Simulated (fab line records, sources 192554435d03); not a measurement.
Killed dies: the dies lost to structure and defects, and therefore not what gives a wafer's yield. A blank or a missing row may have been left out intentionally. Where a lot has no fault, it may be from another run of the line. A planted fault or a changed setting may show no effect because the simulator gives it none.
Matching of chambers + flow n5_finfet + cvd_co-01 running N5_BEOL_M3_CO_CAP_55: 3 sister chambers
The step material Co, precursor CCTBA/H2, target thk 2 nm, time 102.1 s. 24 wafers are shown with their chamber, then 12 later ones without.

== WAFERS, EACH WITH ITS CHAMBER ==
| wafer  | chamber | heater_power_w (W) | susceptor_temp_C (C) |
|--------|---------|--------------------|----------------------|
| L076.1 | 1       | 269                | 199.76               |
| L076.3 | 0       | 217                | 200.02               |
| L076.5 | 2       | 229                | 199.93               |
| L077.2 | 1       | 269                | 199.98               |
| L077.5 | 0       | 213                | 199.84               |
| L077.6 | 2       | 223                | 200.14               |
| L078.3 | 2       | 224                | 199.88               |
| L078.5 | 0       | 215                | 199.97               |
| L078.6 | 2       | 228                | 200.21               |
| L079.2 | 2       | 226                | 199.97               |
| L079.5 | 0       | 219                | 199.83               |
| L079.6 | 2       | 222                | 199.88               |
| L080.2 | 1       | 267                | 200.29               |
| L080.3 | 0       | 221                | 200.07               |
| L080.6 | 1       | 264                | 199.97               |
| L081.1 | 1       | 261                | 200.17               |
| L081.4 | 2       | 222                | 199.91               |
| L081.6 | 0       | 217                | 200.05               |
| L082.1 | 0       | 212                | 199.86               |
| L082.2 | 1       | 268                | 200.22               |
| L082.5 | 1       | 264                | 200.13               |
| L089.1 | 1       | 272                | 199.88               |
| L089.2 | 2       | 228                | 200.19               |
| L089.5 | 2       | 225                | 200.18               |

SIGNATURES (averages over the wafers above)
| reading          | chamber 0 | chamber 1 | chamber 2 | scatter within a chamber |
|------------------|-----------|-----------|-----------|--------------------------|
| heater_power_w   | 216.29    | 266.75    | 225.22    | 3.14                     |
| susceptor_temp_C | 199.9486  | 200.0500  | 200.0322  | 0.148                    |
Rule: a wafer's distance from a chamber is the root of the sum, over the readings, of the square of ((its reading less the chamber's mean) divided by the reading's scatter). The wafer belongs to the nearest chamber; if the next one is less than 2 further off, it can't be placed. The scatter: the root of (the sum of the squares of (reading less its chamber's mean) over the shown wafers, divided by (wafers less chambers)).

== WAFERS MISSING THEIR CHAMBER ==
| wafer  | heater_power_w (W) | susceptor_temp_C (C) |
|--------|--------------------|----------------------|
| L090.1 | 268                | 200.24               |
| L090.3 | 219                | 200.14               |
| L090.4 | 266                | 200.09               |
| L095.2 | 214                | 200.13               |
| L095.3 | 220                | 200.11               |
| L095.4 | 222                | 200.17               |
| L096.2 | 227                | 199.74               |
| L096.3 | 215                | 199.89               |
| L096.6 | 224                | 200.04               |
| L097.1 | 272                | 200.18               |
| L097.5 | 268                | 200.17               |
| L097.6 | 218                | 199.86               |

== THE CHAMBER EACH PASSED THROUGH ==
| wafer  | from the rows above     | in truth                   |
|--------|-------------------------|----------------------------|
| L090.1 | 1                       | 1                          |
| L090.3 | can't be placed: 0 or 2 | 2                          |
| L090.4 | 1                       | 1                          |
| L095.2 | 0                       | 0                          |
| L095.3 | can't be placed: 0 or 2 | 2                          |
| L095.4 | can't be placed: 2 or 0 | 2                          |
| L096.2 | can't be placed: 2 or 0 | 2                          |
| L096.3 | 0                       | 0                          |
| L096.6 | 2                       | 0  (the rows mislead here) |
| L097.1 | 1                       | 1                          |
| L097.5 | 1                       | 1                          |
| L097.6 | can't be placed: 0 or 2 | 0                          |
6 of 12 placed correctly. Cannot be placed on the basis of these rows: 5; the candidates contain the true chamber in 5. Wrongly placed: 1.
